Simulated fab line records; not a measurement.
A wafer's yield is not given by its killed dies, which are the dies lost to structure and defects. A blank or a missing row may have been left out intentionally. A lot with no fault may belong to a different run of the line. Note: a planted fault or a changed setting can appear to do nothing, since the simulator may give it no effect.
fab line records -- flow n5-finfet
record: lots: 24, wafers: 72, last-day: 21
route steps=1938 shown BEOL_M4@1097 BEOL_M5@1127
lots untouched by any fault: they come from a run of this same line in which no faults occurred
start-h: hours from the record's first day to the start of the lot's first wafer shown -- wait-h: time in hours since the lot's previous step -- " identical to the entry in the row above -- L1.1+2: one row covering several wafers at once -- - value missing, or start not given -- * or withheld: withheld -- < > ~ a bound
route shown NAME@n: names a module that has steps shown in the file, with the first one's number in the route -- usual: mean and standard deviation over wafers with no fault -- same: alike in all rows -- chamber/n: place in a boat -- sites: readings site by site -- _std_site: standard deviation across them -- _edge_site: mean of outer sites minus mean of inner sites -- radius-mm: how far each site lies from the wafer's centre -- mask NAME#n: copy n -- behind: tool/chamber where the wafer was last shaped -- hold: reason for holding the lot/hours on hold/outcome of the hold -- device: names the non-switching transistor (n, p or np) -- end of line: the route-end tests of the same wafers -- where a step has no rows: the recipe by itself -- killed: not the wafer's yield, but the dies lost to structure and defects at the first sort -- map: a wafer's dies, x killed, . not, _ none there
set.NAME: the setting as run; set.NAME@STEP: as run at that earlier step -- model.NAME: the simulator's own value behind a step, which no gauge read
the route's steps for a sample of lots (tables are steps, rows are wafers)
services: a tool's chamber out of use, with start hour (start-h, from the record's first day; less than 0 if before it), hours out, and reason
== steps ==
step: N5_BEOL_M4_ANNEAL_93
recipe: temp-c: 400, time-s: 240, ambient: vacuum
usual: heater-power-w: 810/110
lot.wafer,tool,chamber,start-h,wait-h,heater-power-w
L076.2,pvd-sputter-01,-,263.43,0.0,698
L076.5,pvd-sputter-01,-,263.43,0.0,1001
L076.6,pvd-sputter-01,-,263.43,0.0,743
L074.3,pvd-sputter-03,-,269.51,0.0,993
L074.4,pvd-sputter-03,-,269.51,0.0,756
L074.5,pvd-sputter-03,-,269.51,0.0,995
L075.1,pvd-sputter-02,-,272.17,0.0,680
L075.4,pvd-sputter-02,-,272.17,0.0,746
L075.5,pvd-sputter-02,-,272.17,0.0,1015
L077.2,pvd-sputter-02,-,275.07,0.0,1012
L077.3,pvd-sputter-02,-,275.07,0.0,784
L077.6,pvd-sputter-02,-,275.07,0.0,787
L078.1,pvd-sputter-01,-,276.81,0.0,748
L078.4,pvd-sputter-01,-,276.81,0.0,773
L078.6,pvd-sputter-01,-,276.81,0.0,767
L079.2,pvd-sputter-03,-,279.86,0.0,964
L079.3,pvd-sputter-03,-,279.86,0.0,762
L079.4,pvd-sputter-03,-,279.86,0.0,892
L081.1,pvd-sputter-02,-,297.11,0.0,772
L081.2,pvd-sputter-02,-,297.11,0.0,689
L081.6,pvd-sputter-02,-,297.11,0.0,790
L080.2,pvd-sputter-03,-,303.74,0.0,790
L080.4,pvd-sputter-03,-,303.74,0.0,866
L080.5,pvd-sputter-03,-,303.74,0.0,775
L082.1,pvd-sputter-01,-,305.41,0.0,691
L082.3,pvd-sputter-01,-,305.41,0.0,765
L082.6,pvd-sputter-01,-,305.41,0.0,767
L083.1,pvd-sputter-02,-,308.23,0.0,692
L083.2,pvd-sputter-02,-,308.23,0.0,1052
L083.5,pvd-sputter-02,-,308.23,0.0,750
L085.2,pvd-sputter-02,-,315.17,0.0,1024
L085.3,pvd-sputter-02,-,315.17,0.0,788
L085.6,pvd-sputter-02,-,315.17,0.0,686
L084.1,pvd-sputter-02,-,321.15,0.0,771
L084.3,pvd-sputter-02,-,321.15,0.0,683
L084.5,pvd-sputter-02,-,321.15,0.0,1007
L086.3,pvd-sputter-01,-,325.29,0.0,777
L086.5,pvd-sputter-01,-,325.29,0.0,800
L086.6,pvd-sputter-01,-,325.29,0.0,765
L089.1,pvd-sputter-01,-,343.34,0.0,793
L089.2,pvd-sputter-01,-,343.34,0.0,758
L089.5,pvd-sputter-01,-,343.34,0.0,754
L091.3,pvd-sputter-03,-,346.68,0.0,995
L091.4,pvd-sputter-03,-,346.68,0.0,864
L091.6,pvd-sputter-03,-,346.68,0.0,766
L088.1,pvd-sputter-01,-,348.18,0.0,772
L088.5,pvd-sputter-01,-,348.18,0.0,699
L088.6,pvd-sputter-01,-,348.18,0.0,1013
L087.1,pvd-sputter-01,-,351.88,0.0,756
L087.2,pvd-sputter-01,-,351.88,0.0,675
L087.6,pvd-sputter-01,-,351.88,0.0,765
L090.2,pvd-sputter-02,-,356.37,0.0,787
L090.3,pvd-sputter-02,-,356.37,0.0,748
L090.6,pvd-sputter-02,-,356.37,0.0,763
L092.3,pvd-sputter-01,-,358.22,0.0,778
L092.5,pvd-sputter-01,-,358.22,0.0,777
L092.6,pvd-sputter-01,-,358.22,0.0,717
L093.1,pvd-sputter-01,-,376.34,0.0,787
L093.3,pvd-sputter-01,-,376.34,0.0,761
L093.6,pvd-sputter-01,-,376.34,0.0,740
L094.1,pvd-sputter-01,-,384.22,0.0,756
L094.3,pvd-sputter-01,-,384.22,0.0,709
L094.4,pvd-sputter-01,-,384.22,0.0,1046
L095.1,pvd-sputter-03,-,384.41,0.0,760
L095.3,pvd-sputter-03,-,384.41,0.0,980
L095.6,pvd-sputter-03,-,384.41,0.0,979
L096.1,pvd-sputter-03,-,387.59,0.0,766
L096.5,pvd-sputter-03,-,387.59,0.0,756
L096.6,pvd-sputter-03,-,387.59,0.0,859
L097.2,pvd-sputter-01,-,400.78,0.0,675
L097.3,pvd-sputter-01,-,400.78,0.0,1000
L097.6,pvd-sputter-01,-,400.78,0.0,763
step: N5_BEOL_M4_ANNEAL_95
recipe: temp-c: 400, time-s: 240, ambient: vacuum
usual: heater-power-w: 811/110
lot.wafer,tool,chamber,start-h,wait-h,heater-power-w
L076.2,pvd-sputter-01,-,263.65,0.0,706
L076.5,pvd-sputter-01,-,263.65,0.0,1010
L076.6,pvd-sputter-01,-,263.65,0.0,751
L074.3,pvd-sputter-03,-,269.73,0.0,967
L074.4,pvd-sputter-03,-,269.73,0.0,770
L074.5,pvd-sputter-03,-,269.73,0.0,1004
L075.1,pvd-sputter-02,-,272.39,0.0,676
L075.4,pvd-sputter-02,-,272.39,0.0,776
L075.5,pvd-sputter-02,-,272.39,0.0,1020
L077.2,pvd-sputter-02,-,275.29,0.0,1044
L077.3,pvd-sputter-02,-,275.29,0.0,791
L077.6,pvd-sputter-02,-,275.29,0.0,786
L078.1,pvd-sputter-01,-,277.03,0.0,753
L078.4,pvd-sputter-01,-,277.03,0.0,777
L078.6,pvd-sputter-01,-,277.03,0.0,758
L079.2,pvd-sputter-03,-,280.08,0.0,1008
L079.3,pvd-sputter-03,-,280.08,0.0,792
L079.4,pvd-sputter-03,-,280.08,0.0,886
L081.1,pvd-sputter-02,-,297.33,0.0,738
L081.2,pvd-sputter-02,-,297.33,0.0,692
L081.6,pvd-sputter-02,-,297.33,0.0,782
L080.2,pvd-sputter-03,-,303.96,0.0,761
L080.4,pvd-sputter-03,-,303.96,0.0,875
L080.5,pvd-sputter-03,-,303.96,0.0,770
L082.1,pvd-sputter-01,-,305.63,0.0,688
L082.3,pvd-sputter-01,-,305.63,0.0,758
L082.6,pvd-sputter-01,-,305.63,0.0,765
L083.1,pvd-sputter-02,-,308.45,0.0,690
L083.2,pvd-sputter-02,-,308.45,0.0,1018
L083.5,pvd-sputter-02,-,308.45,0.0,780
L085.2,pvd-sputter-02,-,315.39,0.0,1018
L085.3,pvd-sputter-02,-,315.39,0.0,780
L085.6,pvd-sputter-02,-,315.39,0.0,681
L084.1,pvd-sputter-02,-,321.37,0.0,799
L084.3,pvd-sputter-02,-,321.37,0.0,683
L084.5,pvd-sputter-02,-,321.37,0.0,1012
L086.3,pvd-sputter-01,-,325.51,0.0,776
L086.5,pvd-sputter-01,-,325.51,0.0,770
L086.6,pvd-sputter-01,-,325.51,0.0,772
L089.1,pvd-sputter-01,-,343.56,0.0,792
L089.2,pvd-sputter-01,-,343.56,0.0,767
L089.5,pvd-sputter-01,-,343.56,0.0,768
L091.3,pvd-sputter-03,-,346.90,0.0,1000
L091.4,pvd-sputter-03,-,346.90,0.0,872
L091.6,pvd-sputter-03,-,346.90,0.0,748
L088.1,pvd-sputter-01,-,348.40,0.0,754
L088.5,pvd-sputter-01,-,348.40,0.0,680
L088.6,pvd-sputter-01,-,348.40,0.0,1010
L087.1,pvd-sputter-01,-,352.10,0.0,757
L087.2,pvd-sputter-01,-,352.10,0.0,681
L087.6,pvd-sputter-01,-,352.10,0.0,771
L090.2,pvd-sputter-02,-,356.59,0.0,796
L090.3,pvd-sputter-02,-,356.59,0.0,766
L090.6,pvd-sputter-02,-,356.59,0.0,762
L092.3,pvd-sputter-01,-,358.44,0.0,777
L092.5,pvd-sputter-01,-,358.44,0.0,763
L092.6,pvd-sputter-01,-,358.44,0.0,706
L093.1,pvd-sputter-01,-,376.56,0.0,797
L093.3,pvd-sputter-01,-,376.56,0.0,767
L093.6,pvd-sputter-01,-,376.56,0.0,758
L094.1,pvd-sputter-01,-,384.44,0.0,754
L094.3,pvd-sputter-01,-,384.44,0.0,687
L094.4,pvd-sputter-01,-,384.44,0.0,1004
L095.1,pvd-sputter-03,-,384.63,0.0,759
L095.3,pvd-sputter-03,-,384.63,0.0,966
L095.6,pvd-sputter-03,-,384.63,0.0,974
L096.1,pvd-sputter-03,-,387.81,0.0,759
L096.5,pvd-sputter-03,-,387.81,0.0,770
L096.6,pvd-sputter-03,-,387.81,0.0,857
L097.2,pvd-sputter-01,-,401.00,0.0,689
L097.3,pvd-sputter-01,-,401.00,0.0,1004
L097.6,pvd-sputter-01,-,401.00,0.0,754
step: N5_BEOL_M4_INSPECT_59
recipe: inspect-instrument: darkfield, mode: post-dep
usual: raw-defect-count: 74/26
lot.wafer,tool,chamber,start-h,wait-h,raw-defect-count
L076.2,defect-inspect-01,-,264.89,0.0,70
L076.5,defect-inspect-01,-,264.89,0.0,49
L076.6,defect-inspect-01,-,264.89,0.0,49
L074.3,defect-inspect-01,-,270.95,0.0,76
L074.4,defect-inspect-01,-,270.95,0.0,77
L074.5,defect-inspect-01,-,270.95,0.0,56
L075.1,defect-inspect-02,-,273.90,0.0,47
L075.4,defect-inspect-02,-,273.90,0.0,60
L075.5,defect-inspect-02,-,273.90,0.0,41
L077.2,defect-inspect-01,-,276.52,0.0,65
L077.3,defect-inspect-01,-,276.52,0.0,82
L077.6,defect-inspect-01,-,276.52,0.0,86
L078.1,defect-inspect-02,-,278.25,0.0,35
L078.4,defect-inspect-02,-,278.25,0.0,56
L078.6,defect-inspect-02,-,278.25,0.0,38
L079.2,defect-inspect-01,-,281.33,0.0,94
L079.3,defect-inspect-01,-,281.33,0.0,91
L079.4,defect-inspect-01,-,281.33,0.0,141
L081.1,defect-inspect-02,-,298.54,0.0,61
L081.2,defect-inspect-02,-,298.54,0.0,48
L081.6,defect-inspect-02,-,298.54,0.0,75
L080.2,defect-inspect-02,-,305.27,0.0,85
L080.4,defect-inspect-02,-,305.27,0.0,59
L080.5,defect-inspect-02,-,305.27,0.0,57
L082.1,defect-inspect-01,-,306.96,0.0,137
L082.3,defect-inspect-01,-,306.96,0.0,61
L082.6,defect-inspect-01,-,306.96,0.0,67
L083.1,defect-inspect-02,-,309.93,0.0,48
L083.2,defect-inspect-02,-,309.93,0.0,48
L083.5,defect-inspect-02,-,309.93,0.0,48
L085.2,defect-inspect-01,-,317.15,0.0,77
L085.3,defect-inspect-01,-,317.15,0.0,70
L085.6,defect-inspect-01,-,317.15,0.0,44
L084.1,defect-inspect-01,-,323.07,0.0,73
L084.3,defect-inspect-01,-,323.07,0.0,86
L084.5,defect-inspect-01,-,323.07,0.0,95
L086.3,defect-inspect-02,-,326.73,0.0,65
L086.5,defect-inspect-02,-,326.73,0.0,69
L086.6,defect-inspect-02,-,326.73,0.0,56
L089.1,defect-inspect-02,-,344.86,0.0,82
L089.2,defect-inspect-02,-,344.86,0.0,66
L089.5,defect-inspect-02,-,344.86,0.0,60
L091.3,defect-inspect-01,-,348.43,0.0,129
L091.4,defect-inspect-01,-,348.43,0.0,89
L091.6,defect-inspect-01,-,348.43,0.0,101
L088.1,defect-inspect-01,-,349.71,0.0,78
L088.5,defect-inspect-01,-,349.71,0.0,68
L088.6,defect-inspect-01,-,349.71,0.0,62
L087.1,defect-inspect-02,-,353.40,0.1,74
L087.2,defect-inspect-02,-,353.40,0.1,45
L087.6,defect-inspect-02,-,353.40,0.1,59
L090.2,defect-inspect-02,-,358.06,0.3,105
L090.3,defect-inspect-02,-,358.06,0.3,66
L090.6,defect-inspect-02,-,358.06,0.3,80
L092.3,defect-inspect-01,-,360.02,0.0,87
L092.5,defect-inspect-01,-,360.02,0.0,73
L092.6,defect-inspect-01,-,360.02,0.0,90
L093.1,defect-inspect-02,-,377.83,0.0,49
L093.3,defect-inspect-02,-,377.83,0.0,96
L093.6,defect-inspect-02,-,377.83,0.0,93
L094.1,defect-inspect-02,-,385.65,0.0,59
L094.3,defect-inspect-02,-,385.65,0.0,46
L094.4,defect-inspect-02,-,385.65,0.0,53
L095.1,defect-inspect-01,-,385.85,0.0,59
L095.3,defect-inspect-01,-,385.85,0.0,62
L095.6,defect-inspect-01,-,385.85,0.0,48
L096.1,defect-inspect-01,-,389.07,0.0,91
L096.5,defect-inspect-01,-,389.07,0.0,98
L096.6,defect-inspect-01,-,389.07,0.0,99
L097.2,defect-inspect-02,-,402.25,0.0,40
L097.3,defect-inspect-02,-,402.25,0.0,59
L097.6,defect-inspect-02,-,402.25,0.0,56
step: N5_BEOL_M5_OVL_MEAS_12
recipe: points-per-wafer: 522
usual: M5_OVL: 0.0/0.66
lot.wafer,tool,chamber,start-h,wait-h,M5_OVL[nm]
L076.2,overlay-02,0,269.17,0.0,-0.8
L076.5,overlay-02,0,269.17,0.0,0.6
L076.6,overlay-02,0,269.17,0.0,0.0
L074.3,overlay-02,0,273.32,0.0,-0.7
L074.4,overlay-02,0,273.32,0.0,-0.8
L074.5,overlay-02,0,273.32,0.0,0.1
L075.1,overlay-02,0,277.15,0.0,-0.6
L075.4,overlay-02,0,277.15,0.0,-0.6
L075.5,overlay-02,0,277.15,0.0,-0.4
L077.2,overlay-01,0,281.50,0.0,1.2
L077.3,overlay-01,0,281.50,0.0,0.2
L077.6,overlay-01,0,281.50,0.0,1.0
L078.1,overlay-02,0,281.68,0.0,0.5
L078.4,overlay-02,0,281.68,0.0,-0.3
L078.6,overlay-02,0,281.68,0.0,-0.3
L079.2,overlay-01,0,284.03,0.0,-0.2
L079.3,overlay-01,0,284.03,0.0,0.0
L079.4,overlay-01,0,284.03,0.0,-0.9
L081.1,overlay-01,0,301.82,0.0,0.7
L081.2,overlay-01,0,301.82,0.0,0.8
L081.6,overlay-01,0,301.82,0.0,1.0
L080.2,overlay-02,0,308.23,0.0,-0.2
L080.4,overlay-02,0,308.23,0.0,-0.6
L080.5,overlay-02,0,308.23,0.0,-0.1
L082.1,overlay-02,0,312.06,0.0,0.2
L082.3,overlay-02,0,312.06,0.0,-0.2
L082.6,overlay-02,0,312.06,0.0,-0.2
L083.1,overlay-01,0,312.87,0.0,-1.5
L083.2,overlay-01,0,312.87,0.0,-0.8
L083.5,overlay-01,0,312.87,0.0,0.2
L085.2,overlay-02,0,320.02,0.0,-1.1
L085.3,overlay-02,0,320.02,0.0,-0.7
L085.6,overlay-02,0,320.02,0.0,-0.8
L084.1,overlay-01,0,327.00,0.0,0.3
L084.3,overlay-01,0,327.00,0.0,1.0
L084.5,overlay-01,0,327.00,0.0,0.7
L086.3,overlay-01,0,330.39,0.0,0.2
L086.5,overlay-01,0,330.39,0.0,-0.4
L086.6,overlay-01,0,330.39,0.0,-0.2
L089.1,overlay-01,0,347.65,0.0,0.2
L089.2,overlay-01,0,347.65,0.0,-0.4
L089.5,overlay-01,0,347.65,0.0,-0.2
L091.3,overlay-02,0,350.73,0.0,0.0
L091.4,overlay-02,0,350.73,0.0,0.4
L091.6,overlay-02,0,350.73,0.0,0.1
L088.1,overlay-02,0,354.07,0.0,-0.3
L088.5,overlay-02,0,354.07,0.0,-0.8
L088.6,overlay-02,0,354.07,0.0,-0.2
L087.1,overlay-02,0,359.19,0.0,1.6
L087.2,overlay-02,0,359.19,0.0,0.4
L087.6,overlay-02,0,359.19,0.0,0.4
L090.2,overlay-01,0,362.28,0.0,0.5
L090.3,overlay-01,0,362.28,0.0,-0.5
L090.6,overlay-01,0,362.28,0.0,-0.4
L092.3,overlay-01,0,362.82,0.0,0.9
L092.5,overlay-01,0,362.82,0.0,1.1
L092.6,overlay-01,0,362.82,0.0,0.8
L093.1,overlay-02,0,381.02,0.0,-0.6
L093.3,overlay-02,0,381.02,0.0,0.9
L093.6,overlay-02,0,381.02,0.0,-1.3
L094.1,overlay-02,0,389.95,0.0,-0.4
L094.3,overlay-02,0,389.95,0.0,-0.4
L094.4,overlay-02,0,389.95,0.0,0.5
L095.1,overlay-01,0,389.99,0.0,1.3
L095.3,overlay-01,0,389.99,0.0,0.4
L095.6,overlay-01,0,389.99,0.0,-0.4
L096.1,overlay-01,0,391.91,0.0,1.1
L096.5,overlay-01,0,391.91,0.0,0.9
L096.6,overlay-01,0,391.91,0.0,-0.2
L097.2,overlay-01,0,406.00,0.0,1.2
L097.3,overlay-01,0,406.00,0.0,0.3
L097.6,overlay-01,0,406.00,0.0,0.9
step: N5_BEOL_M5_ANNEAL_84
recipe: temp-c: 400, time-s: 1800, ambient: vacuum
usual: heater-power-w: 819/110
lot.wafer,tool,chamber,start-h,wait-h,heater-power-w
L076.2,pvd-sputter-03,-,275.58,0.0,783
L076.5,pvd-sputter-03,-,275.58,0.0,769
L076.6,pvd-sputter-03,-,275.58,0.0,866
L074.3,pvd-sputter-01,-,280.35,0.0,757
L074.4,pvd-sputter-01,-,280.35,0.0,755
L074.5,pvd-sputter-01,-,280.35,0.0,763
L075.1,pvd-sputter-02,-,284.83,0.0,677
L075.4,pvd-sputter-02,-,284.83,0.0,779
L075.5,pvd-sputter-02,-,284.83,0.0,995
L077.2,pvd-sputter-02,-,289.38,0.0,755
L077.3,pvd-sputter-02,-,289.38,0.0,765
L077.6,pvd-sputter-02,-,289.38,0.0,678
L078.1,pvd-sputter-03,-,289.49,0.0,1000
L078.4,pvd-sputter-03,-,289.49,0.0,758
L078.6,pvd-sputter-03,-,289.49,0.0,770
L079.2,pvd-sputter-01,-,289.82,0.0,781
L079.3,pvd-sputter-01,-,289.82,0.0,750
L079.4,pvd-sputter-01,-,289.82,0.0,697
L081.1,pvd-sputter-01,-,308.26,0.0,780
L081.2,pvd-sputter-01,-,308.26,0.0,741
L081.6,pvd-sputter-01,-,308.26,0.0,1011
L080.2,pvd-sputter-01,-,316.13,0.0,745
L080.4,pvd-sputter-01,-,316.13,0.0,1024
L080.5,pvd-sputter-01,-,316.13,0.0,764
L083.1,pvd-sputter-03,-,319.17,0.0,965
L083.2,pvd-sputter-03,-,319.17,0.0,782
L083.5,pvd-sputter-03,-,319.17,0.0,868
L082.1,pvd-sputter-01,-,320.80,0.0,1016
L082.3,pvd-sputter-01,-,320.80,0.0,764
L082.6,pvd-sputter-01,-,320.80,0.0,757
L085.2,pvd-sputter-02,-,325.94,0.0,792
L085.3,pvd-sputter-02,-,325.94,0.0,677
L085.6,pvd-sputter-02,-,325.94,0.0,755
L084.1,pvd-sputter-01,-,332.97,0.0,792
L084.3,pvd-sputter-01,-,332.97,0.0,701
L084.5,pvd-sputter-01,-,332.97,0.0,690
L086.3,pvd-sputter-02,-,336.53,0.0,1027
L086.5,pvd-sputter-02,-,336.53,0.0,998
L086.6,pvd-sputter-02,-,336.53,0.0,671
L089.1,pvd-sputter-01,-,354.57,0.0,769
L089.2,pvd-sputter-01,-,354.57,0.0,713
L089.5,pvd-sputter-01,-,354.57,0.0,742
L091.3,pvd-sputter-03,-,356.98,0.0,963
L091.4,pvd-sputter-03,-,356.98,0.0,778
L091.6,pvd-sputter-03,-,356.98,0.0,770
L088.1,pvd-sputter-02,-,363.20,0.0,790
L088.5,pvd-sputter-02,-,363.20,0.0,764
L088.6,pvd-sputter-02,-,363.20,0.0,770
L087.1,pvd-sputter-01,-,365.22,0.0,761
L087.2,pvd-sputter-01,-,365.22,0.0,1010
L087.6,pvd-sputter-01,-,365.22,0.0,1028
L092.3,pvd-sputter-02,-,369.83,0.0,1031
L092.5,pvd-sputter-02,-,369.83,0.0,765
L092.6,pvd-sputter-02,-,369.83,0.0,778
L090.2,pvd-sputter-01,-,371.20,0.0,701
L090.3,pvd-sputter-01,-,371.20,0.0,759
L090.6,pvd-sputter-01,-,371.20,0.0,759
L093.1,pvd-sputter-01,-,388.15,0.0,781
L093.3,pvd-sputter-01,-,388.15,0.0,990
L093.6,pvd-sputter-01,-,388.15,0.0,1022
L094.1,pvd-sputter-03,-,395.54,0.0,769
L094.3,pvd-sputter-03,-,395.54,0.0,882
L094.4,pvd-sputter-03,-,395.54,0.0,785
L095.1,pvd-sputter-02,-,396.40,0.0,692
L095.3,pvd-sputter-02,-,396.40,0.0,765
L095.6,pvd-sputter-02,-,396.40,0.0,1026
L096.1,pvd-sputter-03,-,399.97,0.0,869
L096.5,pvd-sputter-03,-,399.97,0.0,884
L096.6,pvd-sputter-03,-,399.97,0.0,764
L097.2,pvd-sputter-01,-,412.47,0.0,758
L097.3,pvd-sputter-01,-,412.47,0.0,998
L097.6,pvd-sputter-01,-,412.47,0.0,753
step: N5_BEOL_M5_CO_CAP_78
recipe: material: Co, target-thk-a: 20, temp-c: 200, precursor: CCTBA/H2, pressure-torr: 30, time-s: 102.1
usual: chamber-pressure-Torr: 29.99/0.06, heater-power-w: 240/24
lot.wafer,tool,chamber,start-h,wait-h,chamber-pressure-Torr,heater-power-w
L076.2,cvd-co-01,2,278.55,0.0,30.06,220
L076.5,cvd-co-01,0,278.55,0.0,29.98,207
L076.6,cvd-co-01,1,278.55,0.0,29.98,240
L074.3,cvd-co-02,0,283.60,0.0,30.01,263
L074.4,cvd-co-02,1,283.60,0.0,30.05,246
L074.5,cvd-co-02,0,283.60,0.0,29.98,260
L075.1,cvd-co-02,2,287.80,0.0,29.99,276
L075.4,cvd-co-02,0,287.80,0.0,30.04,262
L075.5,cvd-co-02,1,287.80,0.0,29.95,246
L077.2,cvd-co-01,2,292.34,0.0,29.96,219
L077.3,cvd-co-01,1,292.34,0.0,29.94,238
L077.6,cvd-co-01,2,292.34,0.0,30.08,220
L078.1,cvd-co-01,2,292.46,0.0,29.98,227
L078.4,cvd-co-01,0,292.46,0.0,29.97,212
L078.6,cvd-co-01,2,292.46,0.0,30.03,221
L079.2,cvd-co-02,1,293.12,0.0,29.98,249
L079.3,cvd-co-02,2,293.12,0.0,30.04,285
L079.4,cvd-co-02,0,293.12,0.0,30.14,252
L081.1,cvd-co-01,0,311.23,0.0,29.95,216
L081.2,cvd-co-01,2,311.23,0.0,30.02,224
L081.6,cvd-co-01,0,311.23,0.0,29.99,213
L080.2,cvd-co-01,1,319.10,0.0,29.99,251
L080.4,cvd-co-01,2,319.10,0.0,29.94,223
L080.5,cvd-co-01,1,319.10,0.0,29.89,242
L083.1,cvd-co-01,1,322.75,0.0,29.96,248
L083.2,cvd-co-01,2,322.75,0.0,29.95,222
L083.5,cvd-co-01,0,322.75,0.0,29.87,213
L082.1,cvd-co-01,0,324.10,0.0,29.94,205
L082.3,cvd-co-01,2,324.10,0.0,29.93,216
L082.6,cvd-co-01,0,324.10,0.0,29.95,212
L085.2,cvd-co-01,2,329.64,0.0,30.05,222
L085.3,cvd-co-01,1,329.64,0.0,30.03,249
L085.6,cvd-co-01,1,329.64,0.0,29.98,238
L084.1,cvd-co-02,2,335.96,0.0,29.99,283
L084.3,cvd-co-02,2,335.96,0.0,30.04,277
L084.5,cvd-co-02,2,335.96,0.0,29.98,285
L086.3,cvd-co-01,1,339.84,0.1,30.03,241
L086.5,cvd-co-01,0,339.84,0.1,30.08,216
L086.6,cvd-co-01,1,339.84,0.1,30.06,245
L089.1,cvd-co-01,0,357.56,0.0,29.96,214
L089.2,cvd-co-01,1,357.56,0.0,30.02,246
L089.5,cvd-co-01,1,357.56,0.0,30.03,234
L091.3,cvd-co-01,1,360.38,0.1,29.96,245
L091.4,cvd-co-01,0,360.38,0.1,30.06,215
L091.6,cvd-co-01,1,360.38,0.1,29.90,254
L088.1,cvd-co-02,0,366.17,0.0,30.01,256
L088.5,cvd-co-02,0,366.17,0.0,29.91,267
L088.6,cvd-co-02,1,366.17,0.0,29.96,226
L087.1,cvd-co-01,0,368.20,0.0,29.99,206
L087.2,cvd-co-01,1,368.20,0.0,29.95,243
L087.6,cvd-co-01,1,368.20,0.0,29.98,242
L092.3,cvd-co-01,1,372.85,0.1,30.07,246
L092.5,cvd-co-01,0,372.85,0.1,29.92,212
L092.6,cvd-co-01,1,372.85,0.1,29.99,248
L090.2,cvd-co-02,1,374.17,0.0,30.01,225
L090.3,cvd-co-02,2,374.17,0.0,29.92,282
L090.6,cvd-co-02,1,374.17,0.0,29.97,228
L093.1,cvd-co-02,1,391.12,0.0,30.00,226
L093.3,cvd-co-02,2,391.12,0.0,29.96,281
L093.6,cvd-co-02,1,391.12,0.0,30.06,228
L094.1,cvd-co-02,2,398.51,0.0,29.97,286
L094.3,cvd-co-02,1,398.51,0.0,29.96,229
L094.4,cvd-co-02,0,398.51,0.0,30.04,258
L095.1,cvd-co-02,1,399.37,0.0,30.05,225
L095.3,cvd-co-02,0,399.37,0.0,30.08,252
L095.6,cvd-co-02,0,399.37,0.0,29.93,261
L096.1,cvd-co-02,1,402.95,0.0,29.95,228
L096.5,cvd-co-02,2,402.95,0.0,29.98,285
L096.6,cvd-co-02,1,402.95,0.0,30.02,230
L097.2,cvd-co-01,1,415.48,0.0,30.03,247
L097.3,cvd-co-01,1,415.48,0.0,29.99,246
L097.6,cvd-co-01,0,415.48,0.0,29.95,212
== services ==
tool,chamber,start-h,hours,kind
cvd-co-02,0,247.70,7.2,repair
pvd-sputter-02,-,256.23,2.3,repair
cvd-co-02,-,311.81,12.3,repair
cvd-co-01,2,330.44,103.8,repair
cvd-co-02,1,333.79,-,clean
cvd-co-02,1,333.79,22.0,scheduled-down
cvd-co-02,1,333.79,22.0,vent-cycle
pvd-sputter-02,-,409.67,7.3,repair
== key ==
fault none
